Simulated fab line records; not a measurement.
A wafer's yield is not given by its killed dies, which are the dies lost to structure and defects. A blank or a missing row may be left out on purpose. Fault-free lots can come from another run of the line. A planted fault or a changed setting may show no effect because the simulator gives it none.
Split-lot trial :: flow n5Finfet :: route with 1938 steps; 7 lots, 21 wafers read

== THE SPLIT ITSELF ==
At N5_BEOL_M14_TRENCH_ETCH_34 (etches SiO2 in C4F8/O2/Ar, target depth 556.65 nm, time 126.9 s), the setting biasW was moved away from the recipe's 2040 W on 5 of the 21 wafers read, by -17.6% to +9.7%. For the rest of the wafers, this setting stayed at what the recipe calls for.

The split's own step is where the reading is taken.

== THE READING ==
rfVppV, in V, at N5_BEOL_M14_TRENCH_ETCH_34 (etches SiO2 in C4F8/O2/Ar, target depth 556.65 nm, time 126.9 s). Typical for fault-free wafers on this fab line: 2240 V, with standard deviation 45 V.

wafer: L076.1
tool, chamber at the split: rieDiel-06, 1
biasW as run, W: 2040
against the recipe: recipe
rfVppV, V: 2286
against lot-mates on the recipe: -

wafer: L076.3
tool, chamber at the split: rieDiel-06, 0
biasW as run, W: 2040
against the recipe: recipe
rfVppV, V: 2163
against lot-mates on the recipe: -

wafer: L076.5
tool, chamber at the split: rieDiel-06, 0
biasW as run, W: 2040
against the recipe: recipe
rfVppV, V: 2163
against lot-mates on the recipe: -

wafer: L081.3
tool, chamber at the split: rieDiel-05, 3
biasW as run, W: 2040
against the recipe: recipe
rfVppV, V: 2234
against lot-mates on the recipe: -

wafer: L081.4
tool, chamber at the split: rieDiel-05, 2
biasW as run, W: 2040
against the recipe: recipe
rfVppV, V: 2211
against lot-mates on the recipe: -

wafer: L081.6
tool, chamber at the split: rieDiel-05, 3
biasW as run, W: 2176
against the recipe: +6.7%
rfVppV, V: 2333
against lot-mates on the recipe: +110

wafer: L080.1
tool, chamber at the split: rieDiel-04, 1
biasW as run, W: 2040
against the recipe: recipe
rfVppV, V: 2298
against lot-mates on the recipe: -

wafer: L080.3
tool, chamber at the split: rieDiel-04, 3
biasW as run, W: 1732
against the recipe: -15.1%
rfVppV, V: 1976
against lot-mates on the recipe: -323

wafer: L080.6
tool, chamber at the split: rieDiel-04, 1
biasW as run, W: 2040
against the recipe: recipe
rfVppV, V: 2300
against lot-mates on the recipe: -

wafer: L083.2
tool, chamber at the split: rieDiel-05, 2
biasW as run, W: 2040
against the recipe: recipe
rfVppV, V: 2213
against lot-mates on the recipe: -

wafer: L083.4
tool, chamber at the split: rieDiel-05, 0
biasW as run, W: 2040
against the recipe: recipe
rfVppV, V: 2192
against lot-mates on the recipe: -

wafer: L083.5
tool, chamber at the split: rieDiel-05, 2
biasW as run, W: 2040
against the recipe: recipe
rfVppV, V: 2212
against lot-mates on the recipe: -

wafer: L095.1
tool, chamber at the split: rieDiel-05, 3
biasW as run, W: 2040
against the recipe: recipe
rfVppV, V: 2231
against lot-mates on the recipe: -

wafer: L095.3
tool, chamber at the split: rieDiel-05, 1
biasW as run, W: 2040
against the recipe: recipe
rfVppV, V: 2289
against lot-mates on the recipe: -

wafer: L095.4
tool, chamber at the split: rieDiel-05, 2
biasW as run, W: 2040
against the recipe: recipe
rfVppV, V: 2211
against lot-mates on the recipe: -

wafer: L096.2
tool, chamber at the split: rieDiel-05, 2
biasW as run, W: 2237
against the recipe: +9.7%
rfVppV, V: 2356
against lot-mates on the recipe: +66

wafer: L096.4
tool, chamber at the split: rieDiel-05, 1
biasW as run, W: 2040
against the recipe: recipe
rfVppV, V: 2290
against lot-mates on the recipe: -

wafer: L096.6
tool, chamber at the split: rieDiel-05, 2
biasW as run, W: 2237
against the recipe: +9.7%
rfVppV, V: 2357
against lot-mates on the recipe: +67

wafer: L097.1
tool, chamber at the split: rieDiel-06, 3
biasW as run, W: 1680
against the recipe: -17.6%
rfVppV, V: 1915
against lot-mates on the recipe: -292

wafer: L097.3
tool, chamber at the split: rieDiel-06, 0
biasW as run, W: 2040
against the recipe: recipe
rfVppV, V: 2160
against lot-mates on the recipe: -

wafer: L097.6
tool, chamber at the split: rieDiel-06, 2
biasW as run, W: 2040
against the recipe: recipe
rfVppV, V: 2254
against lot-mates on the recipe: -

THE FIT
A straight line over all 21 wafers: rfVppV changes by +16.2 V for each +1% of biasW; r = +0.91; the points scatter about the line by 46 V.
The same after taking each lot's own level away (the mean of its wafers on the recipe; 21 wafers): +15.5 V for each +1%; r = +0.91; scatter 44 V.
The reading moves by 2.7e+02 V for the largest change in biasW, on that fit.
From 2204.0 to 2299.0 V: that is the span of the lots' own levels, equal to 2.1 times the standard deviation above.
Consequently the slope shifts little with the lot-to-lot level, the two slopes agreeing.
Check: -283 V against its lot-mates is what the line predicts for one of the wafers moved furthest among these (-17.6%) when that wafer is left out of the fit. It came out at -292 V against them.
Tool readings at the split's step, against how far the setting was moved: rfVppV r = +0.91.

== THE OTHER SPLITS THESE WAFERS WENT THROUGH ==
Note: prior to the reading, these wafers also went through further splits. Each is held against what the fit with the lots' levels taken away leaves over:
other split on the same wafers: N5_BEOL_M8_PECVD_70 timeS
wafers away from the commonest value: 5
r with rfVppV (lot level and that fit taken away): +0.23

other split on the same wafers: N5_BEOL_M9_ILD_DEP_00 timeS
wafers away from the commonest value: 8
r with rfVppV (lot level and that fit taken away): -0.36

other split on the same wafers: N5_BEOL_M9_ETCH_62 timeS
wafers away from the commonest value: 10
r with rfVppV (lot level and that fit taken away): -0.21

other split on the same wafers: N5_BEOL_M10_EXPOSE_25 doseMj
wafers away from the commonest value: 8
r with rfVppV (lot level and that fit taken away): +0.05

other split on the same wafers: N5_BEOL_M10_VIA_ETCH_34 timeS
wafers away from the commonest value: 6
r with rfVppV (lot level and that fit taken away): +0.41

other split on the same wafers: N5_BEOL_M11_DEP_56 timeS
wafers away from the commonest value: 3
r with rfVppV (lot level and that fit taken away): -0.14

other split on the same wafers: N5_BEOL_M12_COAT_04 spinRpm
wafers away from the commonest value: 4
r with rfVppV (lot level and that fit taken away): +0.18

other split on the same wafers: N5_BEOL_M13_COAT_65 spinRpm
wafers away from the commonest value: 7
r with rfVppV (lot level and that fit taken away): -0.03

== THE FILE'S OWN FIT ==
rfVppV changes by +16.9 V for each +1% of biasW, r = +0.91.
